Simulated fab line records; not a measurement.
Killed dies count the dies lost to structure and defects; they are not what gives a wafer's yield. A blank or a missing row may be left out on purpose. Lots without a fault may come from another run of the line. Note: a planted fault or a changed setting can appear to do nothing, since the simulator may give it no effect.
Matching of chambers + flow nand harc + NHARC_P_M0_PRE_CLEAN_31 on pecvd-02: 3 sister chambers
The step time 12 s. 6 wafers are shown with their chamber, then 7 later ones without.

## WAFERS PAIRED WITH THEIR CHAMBERS
| wafer  | chamber | heater power w (W) |
|--------|---------|--------------------|
| L077.4 | 1       | 505                |
| L088.1 | 2       | 534                |
| L088.4 | 2       | 535                |
| L088.5 | 0       | 717                |
| L093.1 | 1       | 576                |
| L093.2 | 0       | 677                |

## WAFERS WHOSE CHAMBER IS MISSING
| wafer  | heater power w (W) |
|--------|--------------------|
| L093.5 | 678                |
| L094.1 | 551                |
| L094.4 | 605                |
| L094.5 | 549                |
| L095.2 | 512                |
| L095.4 | 558                |
| L095.5 | 720                |

## WHICH CHAMBER EACH ONE RAN IN
| wafer  | from the rows above          | in truth |
|--------|------------------------------|----------|
| L093.5 | 0                            | 0        |
| L094.1 | can't be placed: 1 or 2      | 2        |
| L094.4 | can't be placed: 1 or 2 or 0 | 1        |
| L094.5 | can't be placed: 1 or 2      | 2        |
| L095.2 | can't be placed: 2 or 1      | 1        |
| L095.4 | can't be placed: 1 or 2      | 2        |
| L095.5 | 0                            | 0        |
Placed correctly: 2 of 7. Not placeable from these rows: 5 (in 5, the candidates include the true chamber). Number placed wrongly: 0.
How it was worked out, from the rows above alone: a wafer's distance from a chamber is the root of the sum, over the readings, of the square of ((its reading less the chamber's mean) divided by the reading's scatter). The wafer belongs to the nearest chamber; if the next one is less than 2 further off, it can't be placed. The mean given for a chamber averages the wafers shown for that chamber. The scatter: take each reading less its chamber's mean, square it, sum over the shown wafers, divide by the number of wafers less the number of chambers, and take the root.
